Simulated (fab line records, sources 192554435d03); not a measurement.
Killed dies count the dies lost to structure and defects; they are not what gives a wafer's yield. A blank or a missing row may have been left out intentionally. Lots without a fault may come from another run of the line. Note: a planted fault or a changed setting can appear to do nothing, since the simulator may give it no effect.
Matching of chambers || flow n5-finfet || N5_FIN_SAQP_PECVD_47 on pecvd-01 has 3 sister chambers
The step deposits a-Si from SiH4/He, target thk 45 nm, time 36.3 s. 3 wafers are shown with their chamber, then 8 later ones without.

WAFERS WITH THEIR CHAMBER
{"wafer": "L134.4", "chamber": 0, "showerhead-plenum-p-Torr (Torr)": 5.66}
{"wafer": "L142.4", "chamber": 2, "showerhead-plenum-p-Torr (Torr)": 5.66}
{"wafer": "L146.1", "chamber": 1, "showerhead-plenum-p-Torr (Torr)": 5.63}

WAFERS WITHOUT THEIR CHAMBER
{"wafer": "L146.4", "showerhead-plenum-p-Torr (Torr)": 5.66}
{"wafer": "L146.6", "showerhead-plenum-p-Torr (Torr)": 5.66}
{"wafer": "L148.1", "showerhead-plenum-p-Torr (Torr)": 5.67}
{"wafer": "L148.2", "showerhead-plenum-p-Torr (Torr)": 5.67}
{"wafer": "L148.6", "showerhead-plenum-p-Torr (Torr)": 5.65}
{"wafer": "L151.1", "showerhead-plenum-p-Torr (Torr)": 5.66}
{"wafer": "L151.2", "showerhead-plenum-p-Torr (Torr)": 5.64}
{"wafer": "L151.5", "showerhead-plenum-p-Torr (Torr)": 5.64}

EACH ONE'S CHAMBER
{"wafer": "L146.4", "from the rows above": "can't be placed: 0 or 2", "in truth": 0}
{"wafer": "L146.6", "from the rows above": "can't be placed: 0 or 2", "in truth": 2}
{"wafer": "L148.1", "from the rows above": "can't be placed: 0 or 2", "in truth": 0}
{"wafer": "L148.2", "from the rows above": "can't be placed: 0 or 2", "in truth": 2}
{"wafer": "L148.6", "from the rows above": "can't be placed: 0 or 2 or 1", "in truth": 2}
{"wafer": "L151.1", "from the rows above": "can't be placed: 0 or 2", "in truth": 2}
{"wafer": "L151.2", "from the rows above": "can't be placed: 1 or 0 or 2", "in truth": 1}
{"wafer": "L151.5", "from the rows above": "can't be placed: 1 or 0 or 2", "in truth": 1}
0 of 8 placed correctly. From these rows, 8 cannot be placed; in 8 the true chamber is one of the candidates. Wrongly placed: 0.
How it was worked out, from the rows above alone: a wafer's distance from a chamber is the root of the sum, over the readings, of the square of ((its reading less the chamber's mean) divided by the reading's scatter). If the next closest chamber is less than 2 further off than the closest, the wafer can't be placed; otherwise it belongs to the closest. For every chamber, the mean is computed from those of its wafers that are shown. The scatter: with one shown wafer a chamber, the root of the mean of the squares of how far each hidden wafer lies from its nearest shown one.
